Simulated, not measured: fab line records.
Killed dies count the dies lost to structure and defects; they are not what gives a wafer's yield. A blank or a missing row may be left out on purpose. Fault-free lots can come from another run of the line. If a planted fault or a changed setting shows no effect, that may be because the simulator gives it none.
Chamber matching	flow nand-harc	4 sister chambers for NHARC_A_M1_ETCH_35 on rie-diel-04
The step etches the open film in N2/H2, target depth 40 nm, overetch 12 nm, time 43.94 s. 4 wafers are shown with their chamber, then 8 later ones without.

WAFERS PAIRED WITH THEIR CHAMBERS
wafer	chamber	drypump-motor-current-A (A)
L089.4	0	5.6
L089.5	3	6.4
L089.6	2	5.4
L091.1	1	6.0

WAFERS WHOSE CHAMBER IS MISSING
wafer	drypump-motor-current-A (A)
L091.3	5.6
L091.6	6.0
L095.3	6.4
L095.5	6.4
L095.6	5.6
L097.1	5.5
L097.2	5.6
L097.6	6.4

CHAMBER TAKEN BY EACH
wafer	from the rows above	in truth
L091.3	0	0
L091.6	1	1
L095.3	3	3
L095.5	3	3
L095.6	0	0
L097.1	can't be placed: 0 or 2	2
L097.2	0	0
L097.6	3	3
Correctly placed: 7 of 8. Not placeable from these rows: 1 (in 1, the candidates include the true chamber). 0 placed wrongly.
How it was worked out, from the rows above alone: a wafer's distance from a chamber is the root of the sum, over the readings, of the square of ((its reading less the chamber's mean) divided by the reading's scatter). The wafer belongs to the nearest chamber; if the next one is less than 2 further off, it can't be placed. For every chamber, the mean is computed from those of its wafers that are shown. The scatter (one wafer shown for each chamber): square how far every hidden wafer sits from the nearest shown wafer, average those squares and take the square root.
